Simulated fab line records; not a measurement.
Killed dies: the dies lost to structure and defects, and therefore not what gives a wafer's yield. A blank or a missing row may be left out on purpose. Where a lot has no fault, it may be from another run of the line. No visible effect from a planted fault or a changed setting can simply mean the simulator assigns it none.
Matching of chambers ; flow n5-finfet ; 3 sister chambers for N5_BEOL_M2_ILD_DEP_00 on pecvd-02
The step deposits SiOC from DEMS/O2, target thk 79 nm, time 15.3 s. 6 wafers are shown with their chamber, then 9 later ones without.

## WAFERS PAIRED WITH THEIR CHAMBERS
wafer;chamber;showerhead-plenum-p-Torr (Torr);heater-power-w (W)
L081.6;2;5.670;568
L085.3;0;5.687;520
L085.5;2;5.683;569
L089.1;0;5.694;489
L089.3;1;5.707;431
L089.4;1;5.708;441

## WAFERS WITHOUT THEIR CHAMBER
wafer;showerhead-plenum-p-Torr (Torr);heater-power-w (W)
L091.2;5.682;509
L091.4;5.685;496
L091.5;5.721;371
L092.2;5.681;604
L092.4;5.676;505
L092.6;5.668;469
L096.2;5.671;501
L096.4;5.680;505
L096.6;5.681;503

## THE CHAMBER EACH PASSED THROUGH
wafer;from the rows above;in truth
L091.2;0;0
L091.4;0;0
L091.5;1;1
L092.2;2;2
L092.4;0;0
L092.6;0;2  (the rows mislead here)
L096.2;can't be placed: 0 or 2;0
L096.4;0;0
L096.6;0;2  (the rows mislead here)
6 of 9 placed correctly. From these rows, 1 cannot be placed; in 1 the true chamber is one of the candidates. 2 placed wrongly.
How it was worked out, from the rows above alone: a wafer's distance from a chamber is the root of the sum, over the readings, of the square of ((its reading less the chamber's mean) divided by the reading's scatter). If the next closest chamber is less than 2 further off than the closest, the wafer can't be placed; otherwise it belongs to the closest. The mean given for a chamber averages the wafers shown for that chamber. The scatter: the root of (the sum of the squares of (reading less its chamber's mean) over the shown wafers, divided by (wafers less chambers)).
